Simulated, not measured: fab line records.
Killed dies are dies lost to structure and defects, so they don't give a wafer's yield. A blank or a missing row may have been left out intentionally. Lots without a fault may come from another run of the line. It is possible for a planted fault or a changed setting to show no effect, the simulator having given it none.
Matching of chambers + flow n5_finfet + N5_BEOL_M3_PRE_CLEAN_60 on cvd_co-02: 3 sister chambers
The step time 15 s. 18 wafers are shown with their chamber, then 9 later ones without.

WAFERS PAIRED WITH THEIR CHAMBERS
| wafer  | chamber | heater_power_w (W) | rf_fwd_power_W (W) |
|--------|---------|--------------------|--------------------|
| L074.1 | 0       | 88                 | 297.4              |
| L074.2 | 1       | 66                 | 295.9              |
| L074.5 | 2       | 88                 | 294.2              |
| L080.1 | 2       | 92                 | 295.6              |
| L080.5 | 0       | 86                 | 296.3              |
| L080.6 | 1       | 66                 | 296.9              |
| L081.4 | 1       | 65                 | 295.1              |
| L081.5 | 0       | 90                 | 296.7              |
| L081.6 | 2       | 94                 | 295.2              |
| L085.2 | 0       | 88                 | 295.6              |
| L085.3 | 2       | 92                 | 295.2              |
| L085.5 | 1       | 63                 | 295.8              |
| L087.3 | 2       | 92                 | 294.6              |
| L087.4 | 0       | 91                 | 294.9              |
| L087.6 | 1       | 67                 | 296.1              |
| L092.2 | 2       | 94                 | 293.7              |
| L092.4 | 1       | 65                 | 295.2              |
| L092.6 | 2       | 93                 | 295.9              |

SIGNATURES (means of the wafers above)
| reading        | chamber 0 | chamber 1 | chamber 2 | scatter within a chamber |
|----------------|-----------|-----------|-----------|--------------------------|
| heater_power_w | 88.60     | 65.33     | 92.14     | 1.81                     |
| rf_fwd_power_W | 296.180   | 295.833   | 294.914   | 0.8                      |
Rule: a wafer lies at a distance from a chamber equal to the root of the sum of squares, over the readings, of (its reading less the chamber's mean, divided by the reading's scatter). The wafer belongs to the nearest chamber; if the next one is less than 2 further off, it can't be placed. The scatter is the square root of a quotient: the sum, over the shown wafers, of each reading's squared deviation from its chamber's mean, divided by wafers minus chambers.

WAFERS MISSING THEIR CHAMBER
| wafer  | heater_power_w (W) | rf_fwd_power_W (W) |
|--------|--------------------|--------------------|
| L093.1 | 65                 | 296.0              |
| L093.4 | 88                 | 296.5              |
| L093.5 | 94                 | 295.0              |
| L094.1 | 88                 | 295.6              |
| L094.2 | 94                 | 295.3              |
| L094.4 | 67                 | 296.1              |
| L097.1 | 65                 | 294.2              |
| L097.2 | 92                 | 296.4              |
| L097.6 | 87                 | 296.0              |

THE CHAMBER EACH PASSED THROUGH
| wafer  | from the rows above     | in truth |
|--------|-------------------------|----------|
| L093.1 | 1                       | 1        |
| L093.4 | 0                       | 0        |
| L093.5 | 2                       | 2        |
| L094.1 | can't be placed: 0 or 2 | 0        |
| L094.2 | 2                       | 2        |
| L094.4 | 1                       | 1        |
| L097.1 | 1                       | 1        |
| L097.2 | can't be placed: 2 or 0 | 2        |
| L097.6 | 0                       | 0        |
7 of 9 placed correctly. Unplaceable from these rows: 2, with the true chamber sitting among the candidates in 2. Placed wrongly: 0.
